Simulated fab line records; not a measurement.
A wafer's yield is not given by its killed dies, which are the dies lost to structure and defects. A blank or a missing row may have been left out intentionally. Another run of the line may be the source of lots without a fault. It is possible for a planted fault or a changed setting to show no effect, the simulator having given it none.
Which tool was responsible?    flow n5-finfet    33 wafers from 11 lots sampled at 5 of the route's 1938 steps

## WHAT THE GAUGES READ, wafer by wafer
N5_BEOL_M4_RC_MEAS_101.
lot   measured      on         CJ_P
L250  day 8 20:34   prober-02  5.49 5.84 5.74
L251  day 9 03:59   prober-02  5.66 6.02 5.45
L253  day 9 22:57   prober-02  6.11 5.91 5.84
L255  day 10 17:13  prober-01  5.80 6.03 6.12
L257  day 10 17:46  prober-02  5.84 6.01 5.89
L259  day 10 23:26  prober-01  5.57 5.90 5.82
L260  day 10 21:02  prober-02  5.63 6.12 5.73
L263  day 12 16:13  prober-01  5.81 5.78 5.66
L264  day 12 05:52  prober-02  5.65 5.71 5.81
L267  day 12 23:07  prober-02  3.92 4.01 3.86
L268  day 13 12:44  prober-02  4.01 3.99 3.75

## TOOL THAT RAN EACH LOT (tool first, then ch and the chambers of the sampled wafers, then the start)
lot   N5_WELL_APT_IMPLANT_15          N5_BEOL_M4_PRE_CLEAN_45       N5_BEOL_M4_ANNEAL_89          N5_BEOL_M4_ANNEAL_91
L250  implanter-01 ch 0, day 1 20:02  pvd-sputter-03, day 8 16:39   pvd-sputter-01, day 8 18:25   pvd-sputter-01, day 8 18:38
L251  implanter-02 ch 0, day 2 02:11  pvd-sputter-01, day 9 00:10   pvd-sputter-01, day 9 02:04   pvd-sputter-01, day 9 02:17
L253  implanter-02 ch 0, day 2 14:15  pvd-sputter-02, day 9 19:08   pvd-sputter-01, day 9 20:41   pvd-sputter-01, day 9 20:55
L255  implanter-02 ch 0, day 3 02:40  pvd-sputter-03, day 10 12:26  pvd-sputter-03, day 10 14:58  pvd-sputter-03, day 10 15:11
L257  implanter-02 ch 0, day 3 14:35  pvd-sputter-02, day 10 13:04  pvd-sputter-02, day 10 15:06  pvd-sputter-02, day 10 15:19
L259  implanter-02 ch 0, day 4 02:12  pvd-sputter-01, day 10 20:01  pvd-sputter-03, day 10 21:30  pvd-sputter-03, day 10 21:43
L260  implanter-01 ch 0, day 4 08:03  pvd-sputter-02, day 10 17:16  pvd-sputter-03, day 10 19:07  pvd-sputter-03, day 10 19:20
L263  implanter-02 ch 0, day 5 02:29  pvd-sputter-02, day 12 12:37  pvd-sputter-03, day 12 14:16  pvd-sputter-03, day 12 14:29
L264  implanter-02 ch 0, day 5 08:11  pvd-sputter-03, day 11 23:56  pvd-sputter-03, day 12 02:55  pvd-sputter-03, day 12 03:08
L267  implanter-02 ch 0, day 6 02:05  pvd-sputter-01, day 12 18:58  pvd-sputter-01, day 12 21:04  pvd-sputter-01, day 12 21:17
L268  implanter-02 ch 0, day 6 08:03  pvd-sputter-02, day 13 08:53  pvd-sputter-02, day 13 10:44  pvd-sputter-02, day 13 10:58
- N5_WELL_APT_IMPLANT_15
- N5_BEOL_M4_PRE_CLEAN_45: time 30 s.
- N5_BEOL_M4_ANNEAL_89: time 240 s.
- N5_BEOL_M4_ANNEAL_91: time 240 s.

## THE ANSWER, worked out from the rows above alone
Rule: usual is defined by the lots themselves. The widest of any qualifying gaps counts: lots, ordered by their means at a reading, are off when they make up no more than a third of the lots, leave a main group of 4 or more, and stand apart from it by 3 or more times the standard deviation of that group's means. Not used: any main group whose means are identical at the precision the tables above print for the reading. Also off: a lot with no number at a reading for which 4 or more lots have one. The other lots that the step has rows for count as sound.
Off: L267, L268, seen at N5_BEOL_M4_RC_MEAS_101 (CJ_P). Mean 5.81 and standard deviation 0.1 in the main group.
A tool fits if, at a process step before that reading, it ran every lot that is off, and no sound lot after the first of them. Gauges at N5_BEOL_M4_RC_MEAS_101: tried the same way as those tools. Undecided on this evidence; 2 tools fit (implanter-02 at N5_WELL_APT_IMPLANT_15, prober-02 at N5_BEOL_M4_RC_MEAS_101).

## WHAT THE SIMULATOR HAD PUT IN
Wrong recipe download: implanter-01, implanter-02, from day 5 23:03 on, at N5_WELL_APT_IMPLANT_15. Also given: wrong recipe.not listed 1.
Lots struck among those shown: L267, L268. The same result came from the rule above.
